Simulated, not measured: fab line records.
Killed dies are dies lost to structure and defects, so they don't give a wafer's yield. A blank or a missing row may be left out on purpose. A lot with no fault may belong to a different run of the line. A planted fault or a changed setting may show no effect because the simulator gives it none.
Chamber matching :: flow n5 finfet :: N5_GATE_CUT_DESCUM_18 on rie diel-01: 4 sister chambers
The step chemistry O2, time 7 s. 8 wafers are shown with their chamber, then 9 later ones without.

== WAFERS PAIRED WITH THEIR CHAMBERS ==
wafer: L076.5
chamber: 1
showerhead plenum p Torr (Torr): 2.20
drypump motor current A (A): 6.2

wafer: L077.3
chamber: 0
showerhead plenum p Torr (Torr): 2.14
drypump motor current A (A): 6.1

wafer: L084.2
chamber: 2
showerhead plenum p Torr (Torr): 2.14
drypump motor current A (A): 5.1

wafer: L084.4
chamber: 1
showerhead plenum p Torr (Torr): 2.19
drypump motor current A (A): 6.1

wafer: L084.5
chamber: 3
showerhead plenum p Torr (Torr): 2.03
drypump motor current A (A): 6.3

wafer: L085.1
chamber: 2
showerhead plenum p Torr (Torr): 2.14
drypump motor current A (A): 5.1

wafer: L085.3
chamber: 0
showerhead plenum p Torr (Torr): 2.14
drypump motor current A (A): 6.2

wafer: L085.6
chamber: 3
showerhead plenum p Torr (Torr): 2.03
drypump motor current A (A): 6.3

== WAFERS MISSING THEIR CHAMBER ==
wafer: L089.1
showerhead plenum p Torr (Torr): 2.14
drypump motor current A (A): 5.1

wafer: L089.3
showerhead plenum p Torr (Torr): 2.14
drypump motor current A (A): 6.1

wafer: L089.4
showerhead plenum p Torr (Torr): 2.03
drypump motor current A (A): 6.3

wafer: L096.1
showerhead plenum p Torr (Torr): 2.14
drypump motor current A (A): 5.1

wafer: L096.2
showerhead plenum p Torr (Torr): 2.02
drypump motor current A (A): 6.3

wafer: L096.4
showerhead plenum p Torr (Torr): 2.14
drypump motor current A (A): 5.1

wafer: L097.3
showerhead plenum p Torr (Torr): 2.14
drypump motor current A (A): 5.1

wafer: L097.5
showerhead plenum p Torr (Torr): 2.14
drypump motor current A (A): 5.1

wafer: L097.6
showerhead plenum p Torr (Torr): 2.18
drypump motor current A (A): 6.1

== WHICH CHAMBER EACH ONE RAN IN ==
wafer: L089.1
from the rows above: 2
in truth: 2

wafer: L089.3
from the rows above: 0
in truth: 0

wafer: L089.4
from the rows above: 3
in truth: 3

wafer: L096.1
from the rows above: 2
in truth: 2

wafer: L096.2
from the rows above: 3
in truth: 3

wafer: L096.4
from the rows above: 2
in truth: 2

wafer: L097.3
from the rows above: 2
in truth: 2

wafer: L097.5
from the rows above: 2
in truth: 2

wafer: L097.6
from the rows above: 1
in truth: 1
Placed correctly: 9 of 9. Not placeable from these rows: 0. Number placed wrongly: 0.
How it was worked out, from the rows above alone: a wafer's distance from a chamber is the root of the sum, over the readings, of the square of ((its reading less the chamber's mean) divided by the reading's scatter). If the next closest chamber is less than 2 further off than the closest, the wafer can't be placed; otherwise it belongs to the closest. The mean given for a chamber averages the wafers shown for that chamber. The scatter is the square root of a quotient: the sum, over the shown wafers, of each reading's squared deviation from its chamber's mean, divided by wafers minus chambers.
